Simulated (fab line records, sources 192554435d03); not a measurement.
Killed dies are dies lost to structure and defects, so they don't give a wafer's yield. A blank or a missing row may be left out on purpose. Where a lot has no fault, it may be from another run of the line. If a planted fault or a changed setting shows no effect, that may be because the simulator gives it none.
A lot that was struck, set against a sound lot / flow n5-finfet / 24 steps out of a route of 1938
Sound: these wafers, L268.2, L268.4, L268.6. Struck: wafer L270.1 (left out: L270.2, L270.4 of the same lot, which were not struck); the cause appears at the end.
Per side, at each step with rows, come the tool, then ch with its chambers, and then its first start. Under that, the readings that differ: sound wafers / struck wafers / difference of the means / sigmas: that difference in standard deviations of wafers without a fault.
alike: readings with means less than 2 such deviations apart, plus words and numbers identical on both sides. not compared: withheld readings, readings lacking a value on some wafer, bounds such as >300 that could conceal the same value, and numbers that have no deviation in the record and whose values overlap.
A row with sigmas, a row that says differs or no value, or rows on one side alone: a step with any of these is where the two part. Numbers that don't overlap but have no deviation are shown without sigmas and don't part them. Lack of a reading on every wafer of one side parts them only where that side has two or more wafers.

first, 11 steps without rows for these wafers: N5_SD_EPI_N_PRECLEAN_24 (cleans in O3/DIW, time 60 s); N5_SD_EPI_N_SRD_25 (time 30 s); N5_SD_EPI_N_PRECLEAN_49 (cleans in NF3:NH3, afs cycles 1, time 20 s, sublimation time 60 s); N5_SD_EPI_N_LINER_46 (material SiNx, target thk 3 nm); N5_SD_EPI_P_COAT_34 (time 60 s, resist thk 350 nm); N5_SD_EPI_P_COAT_35 (time 60 s, resist thk 35 nm); N5_SD_EPI_P_COAT_03 (resist thk 150 nm); N5_SD_EPI_P_EBR_05; N5_SD_EPI_P_SOFTBAKE_04 (time 60 s); N5_SD_EPI_P_EXPOSE_06 (exposes mask SD P BLK, target cd 240 nm); N5_SD_EPI_P_PEB_07 (peb time 60 s).
N5_SD_EPI_P_DEVELOP_08: develop time 30 s.
  sound on litho-track-01 ch 0, day 4 04:10; struck on litho-track-01 ch 0, day 4 17:45
N5_SD_EPI_P_CD_MEAS_09: target cd 240 nm.
  sound on cd-sem-03 ch 0, day 4 04:14; struck on cd-sem-01 ch 0, day 4 17:49
  alike: cd-nm
N5_SD_EPI_P_DESCUM_14: chemistry O2, time 7.9 s.
  sound on rie-diel-05 ch 0,2,3, day 4 04:21; struck on rie-diel-02 ch 2, day 4 17:54
reading=oes-product-au (a.u.); sound=0.70 0.68 0.77; struck=0.91; difference=+0.19; sigmas=+2
reading=model.SD_EPI_P.cd-nm (nm); sound=240.4 241.2 241; struck=242.2; difference=+1.3; sigmas=
  alike: bias-power-w, drypump-motor-current-A, o2-flow-sccm, rf-vpp-V, showerhead-plenum-p-Torr, throttle-valve-pct
  not compared: rf-hours-counter-h
then, 7 steps without rows for these wafers: N5_SD_EPI_P_ETCH_36 (etches SiARC in CF4, target depth 45.5 nm, time 75.8 s); N5_SD_EPI_P_ETCH_37 (etches SOC in N2/H2, overetch 108 nm, time 486 s); N5_SD_EPI_P_STRIP_38 (strips in N2/H2); N5_SD_EPI_P_ETCHBACK_46 (etches SiNx in CH3F/O2, stops on SiO2, target depth 17.5 nm); N5_SD_EPI_P_ETCH_47 (etches SiOCN in CH3F/O2, target depth 25 nm); N5_SD_EPI_P_ETCH_16 (etches SiO2 in CHF3/O2, target depth 5 nm); N5_SD_EPI_P_STRIP_50 (strips in CHF3/O2).
N5_SD_EPI_P_SD_RECESS_17: chemistry HBr/Cl2/O2, target depth 39.1 nm, bt time 3 s.
  sound on rie-si-06 ch 0,1,2, day 4 05:02; struck on rie-si-06 ch 1, day 4 18:35
reading=model.SD_EPI_P.cd-nm (nm); sound=241.4 240.6 242.2; struck=242.8; difference=+1.4; sigmas=
  alike: HBr_flow_sccm, drypump-motor-current-A, he-backside-leak-sccm, mfc-cl2-sccm, oes-product-au, throttle-valve-pct
  not compared: rf-hours-counter-h
then, 1 step without rows for these wafers: N5_SD_EPI_P_WET_ETCH_45 (etches SiO2 in dHF, time 10.7 s, target depth 2 nm, rinse time 30 s).
-- a jump in the record: the struck wafers' starts before and after are 7 days apart (it breaks off in module SD_EPI_P and resumes in module BEOL_M4, where the first step shown is number 1111 of the route) --
N5_BEOL_M4_RC_MEAS_101:
  sound on prober-02 ch 0, day 11 01:49; struck on prober-01 ch 0, day 11 17:00
reading=DIBL_N (mV/V); sound=36.1 36.2 37.6; struck=33.2; difference=-3.4; sigmas=-3
reading=DIBL_P (mV/V); sound=37.7 38.1 39.6; struck=33.1; difference=-5.4; sigmas=-3
reading=IOFF_N (nA/um); sound=0.176 0.173 0.207; struck=0.115; difference=-0.070; sigmas=-3
reading=IOFF_P (nA/um); sound=0.214 0.215 0.251; struck=0.157; difference=-0.070; sigmas=-2
reading=VT_N (mV); sound=246.9 247.8 245.9; struck=252.9; difference=+6.0; sigmas=+2
  alike: ION_N, ION_P, SS_N, SS_P, VT_P

== WHERE THEY PART ==
First at N5_SD_EPI_P_DESCUM_14; last, within this record, at N5_BEOL_M4_RC_MEAS_101.

WHY: the cause the simulator had injected
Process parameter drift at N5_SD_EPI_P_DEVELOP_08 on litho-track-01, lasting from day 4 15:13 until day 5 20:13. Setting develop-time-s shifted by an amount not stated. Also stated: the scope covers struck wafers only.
